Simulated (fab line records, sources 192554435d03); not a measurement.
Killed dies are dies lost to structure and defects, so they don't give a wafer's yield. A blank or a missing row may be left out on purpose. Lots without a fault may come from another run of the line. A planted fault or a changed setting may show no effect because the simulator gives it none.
Split-lot experiment | flow n5_finfet | 7 lots, 39 wafers read, on a route of 1938 steps

THE SPLIT
At N5_MOL_CONTACT_COAG_ETCH_67 (etches SOC in N2/H2, target depth 60 nm, overetch 21 nm, time 101.2 s), the setting target_depth_a was moved away from the recipe's 600 angstrom on 18 of the 39 wafers read, by -12.1% to +10.7%. The other wafers ran this setting at the recipe's value.

The reading is taken at the split's own step.

THE READING
SiARC_of_MOL_CONTACT_COAG_COAT_63.thk_nm (the simulator's own value, which no gauge read), in nm, at N5_MOL_CONTACT_COAG_ETCH_67 (etches SOC in N2/H2, target depth 60 nm, overetch 21 nm, time 101.2 s). The file gives no usual value for it. The 21 wafers here that ran the recipe average 5.8 nm, standard deviation 0.11 nm.

wafer  | tool, chamber at the split | target_depth_a as run, angstrom | against the recipe | SiARC_of_MOL_CONTACT_COAG_COAT_63.thk_nm, nm | against lot-mates on the recipe
L077.1 | rie_diel-02, 2,0,3         | 544.4                           | -9.3%              | 6                                            | +0.3
L077.2 | rie_diel-02, 2,0,3         | 544.4                           | -9.3%              | 6                                            | +0.3
L077.3 | rie_diel-02, 2,0,3         | 544.4                           | -9.3%              | 6                                            | +0.3
L077.4 | rie_diel-02, 0             | 600                             | recipe             | 5.6                                          | -
L077.5 | rie_diel-02, 3,2           | 600                             | recipe             | 5.8                                          | -
L077.6 | rie_diel-02, 3,2           | 600                             | recipe             | 5.8                                          | -
L078.1 | rie_diel-06, 1,3,3         | 572.5                           | -4.6%              | 6                                            | +0.1
L078.2 | rie_diel-06, 1,3,3         | 572.5                           | -4.6%              | 6                                            | +0.1
L078.5 | rie_diel-06, 1,3,3         | 572.5                           | -4.6%              | 6                                            | +0.1
L078.3 | rie_diel-06, 0             | 600                             | recipe             | 5.8                                          | -
L078.4 | rie_diel-06, 0             | 600                             | recipe             | 5.8                                          | -
L078.6 | rie_diel-06, 1             | 600                             | recipe             | 6                                            | -
L079.1 | rie_diel-06, 0             | 600                             | recipe             | 5.8                                          | -
L079.3 | rie_diel-06, 3,1           | 600                             | recipe             | 6                                            | -
L079.4 | rie_diel-06, 3,1           | 600                             | recipe             | 6                                            | -
L081.1 | rie_diel-01, 0,1,2         | 600                             | recipe             | 5.8                                          | -
L081.2 | rie_diel-01, 0,1,2         | 600                             | recipe             | 5.8                                          | -
L081.3 | rie_diel-01, 0,1,2         | 600                             | recipe             | 5.8                                          | -
L081.4 | rie_diel-01, 0,2,1         | 664.1                           | +10.7%             | 5.4                                          | -0.4
L081.5 | rie_diel-01, 0,2,1         | 664.1                           | +10.7%             | 5.4                                          | -0.4
L081.6 | rie_diel-01, 0,2,1         | 664.1                           | +10.7%             | 5.4                                          | -0.4
L092.1 | rie_diel-02, 0,2,3         | 630.4                           | +5.1%              | 5.6                                          | -0.1
L092.2 | rie_diel-02, 0,2,3         | 630.4                           | +5.1%              | 5.6                                          | -0.1
L092.4 | rie_diel-02, 0,2,3         | 630.4                           | +5.1%              | 5.6                                          | -0.1
L092.3 | rie_diel-02, 1,3           | 600                             | recipe             | 5.8                                          | -
L092.5 | rie_diel-02, 1,3           | 600                             | recipe             | 5.8                                          | -
L092.6 | rie_diel-02, 0             | 600                             | recipe             | 5.6                                          | -
L095.1 | rie_diel-06, 3,2           | 600                             | recipe             | 5.8                                          | -
L095.6 | rie_diel-06, 3,2           | 600                             | recipe             | 5.8                                          | -
L095.2 | rie_diel-06, 0,2,1         | 561.2                           | -6.5%              | 6                                            | +0.1
L095.4 | rie_diel-06, 0,2,1         | 561.2                           | -6.5%              | 6                                            | +0.1
L095.5 | rie_diel-06, 0,2,1         | 561.2                           | -6.5%              | 6                                            | +0.1
L095.3 | rie_diel-06, 1             | 600                             | recipe             | 6                                            | -
L096.1 | rie_diel-02, 3,0,0         | 600                             | recipe             | 5.8                                          | -
L096.3 | rie_diel-02, 3,0,0         | 600                             | recipe             | 5.8                                          | -
L096.6 | rie_diel-02, 3,0,0         | 600                             | recipe             | 5.8                                          | -
L096.2 | rie_diel-02, 1,2,3         | 527.6                           | -12.1%             | 6.2                                          | +0.4
L096.4 | rie_diel-02, 1,2,3         | 527.6                           | -12.1%             | 6.2                                          | +0.4
L096.5 | rie_diel-02, 1,2,3         | 527.6                           | -12.1%             | 6.2                                          | +0.4
Where a row lists several chambers, the file gives one row for several wafers and doesn't say which wafer went through which chamber.

THE FIT
A straight line over all 39 wafers: SiARC_of_MOL_CONTACT_COAG_COAT_63.thk_nm changes by -0.0327 nm for each +1% of target_depth_a; r = -0.91; the points scatter about the line by 0.089 nm.
The same after taking each lot's own level away (the mean of its wafers on the recipe; 39 wafers): -0.032 nm for each +1%; r = -0.94; scatter 0.066 nm.
On that fit, the largest move of target_depth_a shifts the reading by 0.39 nm.
The lots' own levels span 5.73 to 5.93 nm, that is 1.9 times the standard deviation above.
So the lot-to-lot level changes the slope little: the two slopes agree.
Check: with one of the wafers moved furthest among these (-12.1%) left out of the fit, the line predicts +0.373 nm for it against its lot-mates. It came out at +0.4 nm against them.

OTHER SPLITS ON THESE WAFERS
These wafers also went through other splits before the reading. Each is held against what the fit with the lots' levels taken away leaves over:
other split on the same wafers         | wafers away from the commonest value | r with SiARC_of_MOL_CONTACT_COAG_COAT_63.thk_nm (lot level and that fit taken away)
N5_HKMG_FIN_ETCH_35 source_w           | 15                                   | +0.02
N5_MOL_CONTACT_COAG_VIA_ETCH_46 bias_w | 15                                   | -0.05

THE FILE'S OWN FIT
SiARC_of_MOL_CONTACT_COAG_COAT_63.thk_nm changes by -0.0316 nm for each +1% of target_depth_a, r = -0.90.
